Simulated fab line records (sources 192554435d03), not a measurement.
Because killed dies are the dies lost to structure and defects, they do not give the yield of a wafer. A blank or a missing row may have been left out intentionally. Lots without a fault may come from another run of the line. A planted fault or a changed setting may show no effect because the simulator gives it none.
Split-lot experiment	flow n5Finfet	on a route of 1938 steps: 7 lots, 39 wafers read

THE SPLIT ITSELF
At N5_ZERO_LAYER_DEVELOP_10 (develop time 60 s), the setting developTimeS was moved away from the recipe's 60 s on 15 of the 39 wafers read, by -50.2% to +35.2%. All remaining wafers had this setting at the recipe value.

BETWEEN THE SPLIT AND THE READING: the file shows 1 step in between
- N5_ZERO_LAYER_HARDBAKE_23: time 120 s

THE READING
cdNm at N5_ZERO_LAYER_CD_MEAS_11, given in nm (cd target 2000 nm). Typical for fault-free wafers on this fab line: 1999.4 nm, with standard deviation 1.3 nm.

wafer	tool, chamber at the split	developTimeS as run, s	against the recipe	cdNm, nm	against lot-mates on the recipe
L074.1	lithoTrack-03, 0	60	recipe	1998.0	-
L074.2	lithoTrack-03, 0	36.58	-39.0%	1988.1	-10.7
L074.3	lithoTrack-03, 0	36.58	-39.0%	1986.1	-12.7
L074.4	lithoTrack-03, 0	60	recipe	1999.3	-
L074.5	lithoTrack-03, 0	36.58	-39.0%	1988.8	-10.0
L074.6	lithoTrack-03, 0	60	recipe	1999.0	-
L077.1	lithoTrack-01, 0	29.87	-50.2%	1983.9	-17.1
L077.2	lithoTrack-01, 0	29.87	-50.2%	1985.6	-15.4
L077.3	lithoTrack-01, 0	29.87	-50.2%	1985.6	-15.4
L077.4	lithoTrack-01, 0	60	recipe	2000.9	-
L077.5	lithoTrack-01, 0	60	recipe	2000.7	-
L077.6	lithoTrack-01, 0	60	recipe	2001.4	-
L078.1	lithoTrack-04, 0	81.13	+35.2%	2006.7	+7.0
L078.2	lithoTrack-04, 0	60	recipe	1999.6	-
L078.3	lithoTrack-04, 0	60	recipe	1999.0	-
L078.4	lithoTrack-04, 0	81.13	+35.2%	2006.8	+7.1
L078.5	lithoTrack-04, 0	81.13	+35.2%	2005.2	+5.5
L078.6	lithoTrack-04, 0	60	recipe	2000.5	-
L086.1	lithoTrack-01, 0	60	recipe	1999.6	-
L086.2	lithoTrack-01, 0	60	recipe	2001.6	-
L086.3	lithoTrack-01, 0	60	recipe	2000.8	-
L086.4	lithoTrack-01, 0	60	recipe	2001.2	-
L086.5	lithoTrack-01, 0	60	recipe	2001.5	-
L086.6	lithoTrack-01, 0	60	recipe	2002.1	-
L088.1	lithoTrack-03, 0	60	recipe	2000.1	-
L088.2	lithoTrack-03, 0	38.06	-36.6%	1990.5	-8.6
L088.3	lithoTrack-03, 0	60	recipe	1998.0	-
L088.4	lithoTrack-03, 0	60	recipe	1999.1	-
L088.5	lithoTrack-03, 0	38.06	-36.6%	1990.8	-8.3
L088.6	lithoTrack-03, 0	38.06	-36.6%	1990.7	-8.4
L089.2	lithoTrack-03, 0	60	recipe	2001.3	-
L089.3	lithoTrack-03, 0	60	recipe	1999.1	-
L089.4	lithoTrack-03, 0	60	recipe	2001.8	-
L090.1	lithoTrack-03, 0	72.87	+21.5%	2004.4	+6.0
L090.2	lithoTrack-03, 0	72.87	+21.5%	2003.3	+4.9
L090.3	lithoTrack-03, 0	72.87	+21.5%	2004.4	+6.0
L090.4	lithoTrack-03, 0	60	recipe	1996.3	-
L090.5	lithoTrack-03, 0	60	recipe	1999.3	-
L090.6	lithoTrack-03, 0	60	recipe	1999.6	-

FIT RESULTS
A straight line over all 39 wafers: cdNm changes by +0.259 nm for each +1% of developTimeS; r = +0.97; the points scatter about the line by 1.6 nm.
The same after taking each lot's own level away (the mean of its wafers on the recipe; 39 wafers): +0.263 nm for each +1%; r = +0.97; scatter 1.4 nm.
That fit puts the effect of the largest move of developTimeS on the reading at 13 nm.
The lots' own levels span 1998.40 to 2001.13 nm, that is 2.1 times the standard deviation above.
Consequently the slope shifts little with the lot-to-lot level, the two slopes agreeing.
Check: for one of the wafers moved furthest among these (-50.2%), held out of the fit, the line's prediction against its lot-mates is -13.1 nm. It came out at -17.1 nm against them.

THE WHOLE CHAIN: every reading that the file lists as answering this split, in the file's order
step	what it does	reading	change (the file's fit)	r (the file's)
N5_ZERO_LAYER_CD_MEAS_11	target cd 2000 nm	cdNm	+0.267 nm for each +1% of the setting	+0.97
N5_ZERO_LAYER_DESCUM_16	chemistry O2, time 7.9 s	ZERO_LAYER.cdNm (the simulator's own value, which no gauge read)	+0.263 nm for each +1% of the setting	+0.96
N5_ZERO_LAYER_ETCH_17	etches SiO2 in CF4, target depth 12 nm, time 13.3 s	ZERO_LAYER.cdNm (the simulator's own value, which no gauge read)	+0.269 nm for each +1% of the setting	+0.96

THE FILE'S OWN FIT
cdNm changes by +0.267 nm for each +1% of developTimeS, r = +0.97.
